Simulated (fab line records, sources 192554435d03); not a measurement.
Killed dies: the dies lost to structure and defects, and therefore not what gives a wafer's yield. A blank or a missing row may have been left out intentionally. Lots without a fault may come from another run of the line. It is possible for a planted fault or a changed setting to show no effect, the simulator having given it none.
A single fault, viewed from 2 desks | flow n5_finfet | numbers are kept per desk, each desk with only its own; the story behind them comes last

== FROM THE METROLOGY DESK ==
What the gauges read for every lot (on any tool): the sampled wafers with a number, averaged. A lot is out of limits, marked OUT, if its mean lies more than 4 standard deviations from the usual mean; the brackets give that distance. Readings shown: 7 out of 14 (the first out of limits, and those lying furthest out on some lot).
Columns: A = thk_nm at N5_SD_EPI_N_EPI_MEAS_23, usual 58.6 nm; B = RS_SD_N at N5_SD_ACTIVATION_RS_MEAS_03, usual 21.96 ohm/sq; C = ION_N at N5_BEOL_M4_RC_MEAS_101, usual 677 uA/um; D = RS_SD_N at N5_BEOL_M4_RC_MEAS_101, usual 28.5 ohm/sq; E = SS_N at N5_BEOL_M4_RC_MEAS_101, usual 72.0 mV/dec; F = SS_P at N5_BEOL_M4_RC_MEAS_101, usual 73.6 mV/dec; G = VT_N at N5_BEOL_M4_RC_MEAS_101, usual 249 mV
lot  | first seen here | A    | B                | C   | D               | E    | F    | G
L468 | day 5 11:14     | 58.0 | 22.06            | 677 | 28.5            | 71.2 | 73.3 | 245
L470 | day 6 01:45     | 56.2 | 23.08 (+4.7) OUT | 667 | 30.1 (+5.0) OUT | 72.6 | 74.8 | 252
L471 | day 6 08:26     | 56.0 | 22.62            | 662 | 29.3            | 71.1 | 73.3 | 252
L473 | day 6 17:23     | 55.0 | 23.34 (+5.7) OUT | 678 | 30.1 (+5.3) OUT | 72.2 | 73.9 | 250
L479 | day 8 05:53     | 59.1 | 22.04            | 695 | 28.7            | 72.2 | 73.4 | 245
This desk finds L470, L473 out of limits, with the earliest case on L470 at day 6 07:18 (RS_SD_N at N5_SD_ACTIVATION_RS_MEAS_03). Within limits: L468, L471, L479.

== DESK OF THE TOOL OWNER: epi_rpcvd-04 ==
The tool's own readings at N5_SD_EPI_N_EPI_21 (deposits Si:P, time 690 s): means of the sampled wafers that have a number, for each lot that ran on this tool. A lot is out of limits, marked OUT, if its mean lies more than 4 standard deviations from the usual mean; the brackets give that distance.
Columns: A = susceptor_temp_C at N5_SD_EPI_N_EPI_21, usual 679.9 C; B = susceptor_temp_C_max at N5_SD_EPI_N_EPI_21, usual 682.1
lot  | first seen here | A     | B
L468 | day 5 10:05     | 680.2 | 682.8
L470 | day 6 00:52     | 679.8 | 682.6
L471 | day 6 06:43     | 680.0 | 682.5
L473 | day 6 15:40     | 680.0 | 683.3
This desk's finding: nothing out of limits on any of the 4 lots.

== PUT TOGETHER ==
At day 6 07:18 the metrology desk could have sounded an alarm, on L470, L473.
The tool owner's desk saw nothing out of limits.
Tool owner's desk: L470, L473 on record, inside its limits.
All the named lots went through N5_SD_EPI_N_EPI_21 on epi_rpcvd-04.

== WHAT THE SIMULATOR HAD PUT IN ==
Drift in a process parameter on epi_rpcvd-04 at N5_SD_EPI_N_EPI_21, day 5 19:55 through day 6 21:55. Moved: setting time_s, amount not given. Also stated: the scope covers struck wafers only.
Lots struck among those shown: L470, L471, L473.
Time in hours between the start of the fault and the first out-of-limits reading at each desk: metrology desk, 11.
